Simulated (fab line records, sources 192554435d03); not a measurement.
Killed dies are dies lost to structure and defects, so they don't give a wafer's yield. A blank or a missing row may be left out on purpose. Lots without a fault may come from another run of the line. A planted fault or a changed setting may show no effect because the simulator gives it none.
Which tool did it? | flow n5_finfet | 24 lots, 72 wafers sampled, at 5 steps of a route of 1938

WHAT THE GAUGES READ, wafer by wafer
N5_MOL_CONTACT_COAG_CD_MEAS_99: target cd 17.2 nm.
lot  | measured     | on        | cd_nm (nm)
L074 | day 4 15:21  | cd_sem-02 | 17.9 17.3 17.7
L075 | day 4 20:30  | cd_sem-01 | 17.3 17.7 17.4
L076 | day 5 09:50  | cd_sem-03 | 17.4 16.8 16.9
L077 | day 5 14:01  | cd_sem-02 | 16.8 16.8 16.9
L078 | day 5 20:11  | cd_sem-03 | 16.9 17.2 16.8
L079 | day 6 02:02  | cd_sem-03 | 17.2 17.1 17.0
L080 | day 6 10:05  | cd_sem-03 | 17.4 17.6 17.6
L081 | day 6 13:44  | cd_sem-03 | 17.3 17.0 17.2
L082 | day 6 23:37  | cd_sem-03 | 16.8 17.6 17.1
L083 | day 7 01:03  | cd_sem-03 | 17.0 17.0 17.5
L084 | day 7 12:19  | cd_sem-03 | 17.3 16.7 17.5
L085 | day 7 19:34  | cd_sem-03 | 17.5 17.3 18.0
L086 | day 7 23:54  | cd_sem-03 | 17.3 17.6 17.2
L087 | day 8 05:28  | cd_sem-03 | 17.5 17.3 17.4
L088 | day 8 07:38  | cd_sem-03 | 17.3 17.3 17.1
L089 | day 8 13:05  | cd_sem-03 | 17.4 17.6 17.3
L090 | day 8 18:21  | cd_sem-01 | 17.3 17.6 17.5
L091 | day 9 00:43  | cd_sem-01 | 17.2 17.4 17.7
L092 | day 9 02:51  | cd_sem-01 | 17.5 17.0 17.7
L093 | day 9 12:25  | cd_sem-01 | 16.7 17.2 16.9
L094 | day 9 19:54  | cd_sem-01 | 17.2 17.2 17.2
L095 | day 10 01:31 | cd_sem-02 | 17.1 17.0 17.1
L096 | day 10 07:43 | cd_sem-02 | 17.2 17.4 17.2
L097 | day 10 08:37 | cd_sem-01 | 17.5 17.8 17.3

WHICH TOOL RAN EACH LOT (tool, then ch and the chambers of the sampled wafers, then the start)
lot  | N5_GATE_CUT_ETCH_36                | N5_GATE_CUT_CUT_ETCH_53           | N5_GATE_CUT_ETCH_47               | N5_GATE_CUT_CMP_61
L074 | rie_diel-06 ch 0,2,3, day 4 11:13  | rie_metal-03 ch 0,1, day 4 11:35  | rie_metal-03 ch 0,1, day 4 11:43  | cmp-03 ch 0,1,3, day 4 14:23
L075 | rie_diel-04 ch 1,3, day 4 16:19    | rie_metal-01 ch 0,1, day 4 16:41  | rie_metal-01 ch 0,1, day 4 16:49  | cmp-04 ch 0,2,3, day 4 19:26
L076 | rie_diel-02 ch 0,1,3, day 5 02:02  | rie_metal-02 ch 0,1, day 5 02:22  | rie_metal-02 ch 0,1, day 5 02:31  | cmp-02 ch 1,3, day 5 08:34
L077 | rie_diel-04 ch 0,2,3, day 5 09:18  | rie_metal-02 ch 1, day 5 09:38    | rie_metal-02 ch 1, day 5 09:47    | cmp-04 ch 0,1, day 5 12:32
L078 | rie_diel-04 ch 0,2,3, day 5 16:04  | rie_metal-01 ch 0,1, day 5 16:25  | rie_metal-01 ch 0,1, day 5 16:34  | cmp-02 ch 1,2,3, day 5 19:11
L079 | rie_diel-06 ch 0,1, day 5 21:41    | rie_metal-03 ch 0,1, day 5 22:01  | rie_metal-03 ch 0,1, day 5 22:10  | cmp-03 ch 0,1,2, day 6 01:01
L080 | rie_diel-06 ch 0,2,3, day 6 05:38  | rie_metal-01 ch 0,1, day 6 05:58  | rie_metal-01 ch 0,1, day 6 06:07  | cmp-03 ch 0,3, day 6 08:55
L081 | rie_diel-02 ch 2,3, day 6 09:37    | rie_metal-03 ch 0,1, day 6 09:58  | rie_metal-03 ch 0,1, day 6 10:07  | cmp-04 ch 0,2,3, day 6 12:46
L082 | rie_diel-04 ch 0,1,2, day 6 18:25  | rie_metal-01 ch 0,1, day 6 18:45  | rie_metal-01 ch 0,1, day 6 18:54  | cmp-04 ch 1,2, day 6 22:28
L083 | rie_diel-04 ch 1,2, day 6 20:48    | rie_metal-03 ch 0,1, day 6 21:08  | rie_metal-03 ch 0,1, day 6 21:17  | cmp-04 ch 0,2,3, day 6 23:53
L084 | rie_diel-04 ch 0,1, day 7 07:02    | rie_metal-03 ch 0,1, day 7 07:23  | rie_metal-03 ch 0,1, day 7 07:32  | cmp-03 ch 0,1,3, day 7 11:02
L085 | rie_diel-06 ch 0,1,3, day 7 15:19  | rie_metal-01 ch 0,1, day 7 15:41  | rie_metal-01 ch 0,1, day 7 15:49  | cmp-03 ch 0,3, day 7 18:23
L086 | rie_diel-02 ch 0,2, day 7 19:44    | rie_metal-01 ch 0,1, day 7 20:04  | rie_metal-01 ch 0,1, day 7 20:13  | cmp-03 ch 1,2,3, day 7 22:53
L087 | rie_diel-04 ch 1,2,3, day 8 01:08  | rie_metal-02 ch 0,1, day 8 01:28  | rie_metal-02 ch 0,1, day 8 01:37  | cmp-02 ch 0,1, day 8 04:13
L088 | rie_diel-02 ch 0,1, day 8 03:20    | rie_metal-03 ch 0,1, day 8 03:42  | rie_metal-03 ch 0,1, day 8 03:50  | cmp-03 ch 0,1,3, day 8 06:31
L089 | rie_diel-04 ch 0,2,3, day 8 08:57  | rie_metal-02 ch 0,1, day 8 09:17  | rie_metal-02 ch 0,1, day 8 09:26  | cmp-04 ch 1,2,3, day 8 12:02
L090 | rie_diel-02 ch 0,1,3, day 8 14:08  | rie_metal-02 ch 0,1, day 8 14:28  | rie_metal-02 ch 0,1, day 8 14:37  | cmp-02 ch 0,1,2, day 8 17:18
L091 | rie_diel-06 ch 0,1,3, day 8 20:33  | rie_metal-01 ch 0,1, day 8 20:53  | rie_metal-01 ch 0,1, day 8 21:02  | cmp-04 ch 0,2,3, day 8 23:40
L092 | rie_diel-04 ch 0,1,3, day 8 22:43  | rie_metal-01 ch 0,1, day 8 23:04  | rie_metal-01 ch 0,1, day 8 23:13  | cmp-03 ch 1,2, day 9 01:48
L093 | rie_diel-04 ch 0,1,3, day 9 08:17  | rie_metal-01 ch 0,1, day 9 08:38  | rie_metal-01 ch 0,1, day 9 08:47  | cmp-02 ch 0,2,3, day 9 11:25
L094 | rie_diel-02 ch 1,2, day 9 15:46    | rie_metal-03 ch 0,1, day 9 16:07  | rie_metal-03 ch 0,1, day 9 16:16  | cmp-03 ch 0,2, day 9 18:53
L095 | rie_diel-06 ch 0,2,3, day 9 20:27  | rie_metal-02 ch 0,1, day 9 20:47  | rie_metal-02 ch 0,1, day 9 20:56  | cmp-02 ch 0,2,3, day 10 00:32
L096 | rie_diel-04 ch 0,1,2, day 10 03:34 | rie_metal-02 ch 0,1, day 10 03:54 | rie_metal-02 ch 0,1, day 10 04:03 | cmp-03 ch 0,1, day 10 06:40
L097 | rie_diel-06 ch 0,1,2, day 10 04:29 | rie_metal-03 ch 0,1, day 10 04:50 | rie_metal-03 ch 0,1, day 10 04:59 | cmp-02 ch 0,1,3, day 10 07:37
- N5_GATE_CUT_ETCH_36: etches SiARC in CF4, target depth 13 nm, time 21.7 s.
- N5_GATE_CUT_CUT_ETCH_53: etches W in SF6/Cl2, target depth 79.2 nm.
- N5_GATE_CUT_ETCH_47: etches SiO2 in Cl2/BCl3, target depth 10 nm.
- N5_GATE_CUT_CMP_61: polishes, stops on SiNx, t overpolish 3 s.

WHAT THE TOOLS THEMSELVES READ (means of the sampled wafers that have a number; where no wafer has one, the mark that the record gives instead)
N5_GATE_CUT_ETCH_36.
lot  | tool        | drypump_motor_current_A (A) | etch_rf_on_time_s (s) | oes_product_au (a.u.) | rf_vpp_V (V) | showerhead_plenum_p_Torr (Torr) | throttle_valve_pct (%)
L074 | rie_diel-06 | 5.91                        | 21.7                  | 0.66                  | 185.2        | 2.18                            | 15.8
L075 | rie_diel-04 | 5.73                        | 21.5                  | 0.62                  | 183.8        | 2.09                            | 15.9
L076 | rie_diel-02 | 5.85                        | 21.7                  | 0.63                  | 184.7        | 2.16                            | 15.8
L077 | rie_diel-04 | 5.72                        | 21.0                  | 0.72                  | 184.5        | 2.15                            | 15.5
L078 | rie_diel-04 | 5.70                        | 21.2                  | 0.71                  | 183.9        | 2.15                            | 15.5
L079 | rie_diel-06 | 5.87                        | 21.7                  | 0.60                  | 185.0        | 2.21                            | 15.9
L080 | rie_diel-06 | 5.90                        | 21.5                  | 0.65                  | 184.9        | 2.18                            | 15.8
L081 | rie_diel-02 | 5.52                        | 22.2                  | 0.62                  | 184.2        | 2.16                            | 15.7
L082 | rie_diel-04 | 5.97                        | 21.3                  | 0.76                  | 184.6        | 2.20                            | 15.5
L083 | rie_diel-04 | 6.10                        | 21.2                  | 0.81                  | 184.9        | 2.21                            | 15.4
L084 | rie_diel-04 | 6.12                        | 21.1                  | 0.78                  | 185.3        | 2.26                            | 15.7
L085 | rie_diel-06 | 5.97                        | 22.0                  | 0.63                  | 184.4        | 2.16                            | 15.8
L086 | rie_diel-02 | 5.82                        | 21.7                  | 0.66                  | 183.7        | 2.11                            | 15.7
L087 | rie_diel-04 | 5.83                        | 21.0                  | 0.74                  | 183.5        | 2.16                            | 15.4
L088 | rie_diel-02 | 5.96                        | 21.9                  | 0.62                  | 183.8        | 2.13                            | 15.9
L089 | rie_diel-04 | 5.70                        | 21.4                  | 0.69                  | 184.3        | 2.14                            | 15.6
L090 | rie_diel-02 | 5.86                        | 21.7                  | 0.61                  | 183.5        | 2.15                            | 15.9
L091 | rie_diel-06 | 5.98                        | 21.9                  | 0.63                  | 184.5        | 2.16                            | 15.8
L092 | rie_diel-04 | 5.84                        | 21.4                  | 0.69                  | 184.7        | 2.20                            | 15.8
L093 | rie_diel-04 | 5.85                        | 21.4                  | 0.69                  | 185.3        | 2.20                            | 15.8
L094 | rie_diel-02 | 5.70                        | 21.7                  | 0.62                  | 184.1        | 2.10                            | 15.8
L095 | rie_diel-06 | 5.93                        | 21.6                  | 0.63                  | 184.7        | 2.17                            | 15.9
L096 | rie_diel-04 | 5.97                        | 21.3                  | 0.73                  | 185.1        | 2.19                            | 15.5
L097 | rie_diel-06 | 5.84                        | 21.6                  | 0.60                  | 185.6        | 2.20                            | 15.9

N5_GATE_CUT_CUT_ETCH_53.
lot  | tool         | drypump_motor_current_A (A) | etch_rf_on_time_s (s) | oes_product_au (a.u.) | throttle_valve_pct (%)
L074 | rie_metal-03 | 5.3                         | 26.2                  | 0.78                  | 28.79
L075 | rie_metal-01 | 6.3                         | 26.2                  | 0.74                  | 28.75
L076 | rie_metal-02 | 5.6                         | 26.2                  | 0.73                  | 28.78
L077 | rie_metal-02 | 5.5                         | 26.2                  | 0.66                  | 28.90
L078 | rie_metal-01 | 6.1                         | 26.6                  | 0.70                  | 28.70
L079 | rie_metal-03 | 5.5                         | 26.0                  | 0.70                  | 28.79
L080 | rie_metal-01 | 6.1                         | 26.2                  | 0.71                  | 28.70
L081 | rie_metal-03 | 5.5                         | 26.2                  | 0.70                  | 28.80
L082 | rie_metal-01 | 6.3                         | 26.1                  | 0.73                  | 28.77
L083 | rie_metal-03 | 5.5                         | 26.5                  | 0.68                  | 28.78
L084 | rie_metal-03 | 5.4                         | 26.2                  | 0.74                  | 28.81
L085 | rie_metal-01 | 6.1                         | 26.5                  | 0.70                  | 28.71
L086 | rie_metal-01 | 6.3                         | 26.4                  | 0.72                  | 28.77
L087 | rie_metal-02 | 5.8                         | 26.3                  | 0.76                  | 28.69
L088 | rie_metal-03 | 5.5                         | 26.2                  | 0.69                  | 28.80
L089 | rie_metal-02 | 5.6                         | 26.3                  | 0.70                  | 28.80
L090 | rie_metal-02 | 5.6                         | 26.1                  | 0.70                  | 28.79
L091 | rie_metal-01 | 6.1                         | 26.5                  | 0.69                  | 28.72
L092 | rie_metal-01 | 6.4                         | 26.6                  | 0.71                  | 28.76
L093 | rie_metal-01 | 6.1                         | 26.6                  | 0.69                  | 28.71
L094 | rie_metal-03 | 5.5                         | 25.7                  | 0.69                  | 28.80
L095 | rie_metal-02 | 5.6                         | 26.2                  | 0.69                  | 28.79
L096 | rie_metal-02 | 5.6                         | 26.0                  | 0.70                  | 28.80
L097 | rie_metal-03 | 5.4                         | 25.9                  | 0.73                  | 28.81

N5_GATE_CUT_ETCH_47.
lot  | tool         | drypump_motor_current_A (A) | oes_product_au (a.u.) | throttle_valve_pct (%)
L074 | rie_metal-03 | 5.4                         | 0.87                  | 22.67
L075 | rie_metal-01 | 6.3                         | 0.82                  | 22.64
L076 | rie_metal-02 | 5.6                         | 0.80                  | 22.69
L077 | rie_metal-02 | 5.5                         | 0.73                  | 22.78
L078 | rie_metal-01 | 6.1                         | 0.79                  | 22.61
L079 | rie_metal-03 | 5.5                         | 0.77                  | 22.68
L080 | rie_metal-01 | 6.1                         | 0.79                  | 22.62
L081 | rie_metal-03 | 5.5                         | 0.78                  | 22.67
L082 | rie_metal-01 | 6.3                         | 0.81                  | 22.66
L083 | rie_metal-03 | 5.5                         | 0.77                  | 22.68
L084 | rie_metal-03 | 5.4                         | 0.82                  | 22.68
L085 | rie_metal-01 | 6.1                         | 0.78                  | 22.63
L086 | rie_metal-01 | 6.3                         | 0.80                  | 22.67
L087 | rie_metal-02 | 5.8                         | 0.85                  | 22.61
L088 | rie_metal-03 | 5.5                         | 0.75                  | 22.68
L089 | rie_metal-02 | 5.6                         | 0.78                  | 22.71
L090 | rie_metal-02 | 5.6                         | 0.77                  | 22.71
L091 | rie_metal-01 | 6.1                         | 0.76                  | 22.63
L092 | rie_metal-01 | 6.3                         | 0.80                  | 22.67
L093 | rie_metal-01 | 6.1                         | 0.76                  | 22.62
L094 | rie_metal-03 | 5.5                         | 0.75                  | 22.68
L095 | rie_metal-02 | 5.6                         | 0.76                  | 22.72
L096 | rie_metal-02 | 5.6                         | 0.76                  | 22.72
L097 | rie_metal-03 | 5.4                         | 0.80                  | 22.70

N5_GATE_CUT_CMP_61.
lot  | tool   | motor_current_A (A) | slurry_filter_dp_kPa (kPa) | slurry_flow_ml_min
L074 | cmp-03 | 12.5                | 13.45                      | 149.5
L075 | cmp-04 | 12.1                | 13.62                      | 149.4
L076 | cmp-02 | 13.3                | 13.58                      | 150.1
L077 | cmp-04 | 11.3                | 13.53                      | 149.7
L078 | cmp-02 | 12.1                | 13.54                      | 150.1
L079 | cmp-03 | 12.0                | 13.48                      | 150.2
L080 | cmp-03 | 12.1                | 13.46                      | 150.4
L081 | cmp-04 | 11.6                | 13.54                      | 149.8
L082 | cmp-04 | 12.4                | 13.47                      | 149.8
L083 | cmp-04 | 11.3                | 13.47                      | 150.0
L084 | cmp-03 | 12.8                | 13.46                      | 150.8
L085 | cmp-03 | 12.8                | 13.50                      | 150.1
L086 | cmp-03 | 12.2                | 13.50                      | 150.4
L087 | cmp-02 | 12.8                | 13.52                      | 150.3
L088 | cmp-03 | 12.4                | 13.52                      | 150.2
L089 | cmp-04 | 11.9                | 13.59                      | 150.3
L090 | cmp-02 | 11.8                | 13.58                      | 150.2
L091 | cmp-04 | 11.7                | 13.43                      | 150.4
L092 | cmp-03 | 11.7                | 13.54                      | 150.0
L093 | cmp-02 | 11.4                | 13.43                      | 150.2
L094 | cmp-03 | 11.8                | 13.43                      | 150.3
L095 | cmp-02 | 11.5                | 13.50                      | 150.4
L096 | cmp-03 | 13.0                | 13.58                      | 150.0
L097 | cmp-02 | 12.6                | 13.47                      | 149.8

THE ANSWER, worked out from the rows above alone
Rule: what is usual is taken from the lots themselves. Put in order of their means at a reading, lots are off if they are a third of the lots or fewer, leave a main group of 4 or more, and stand apart from it by a gap of 3 or more times the standard deviation of the main group's means; of several such gaps the widest counts. A main group whose means are all the same, to the digits that the tables above print for the reading, isn't used. A lot without any number at a reading at which 4 lots or more have one is off too. The other lots that the step has rows for count as sound. The gauges are gone through in route order, then the tools' own readings, and for those a lot's mean is taken as printed above. The first step at which some lot is off is used, and at that step the reading that is off furthest; a lot without a number counts as furthest.
No lot is off at any reading shown: from this, nothing can be told.

WHAT THE SIMULATOR HAD PUT IN
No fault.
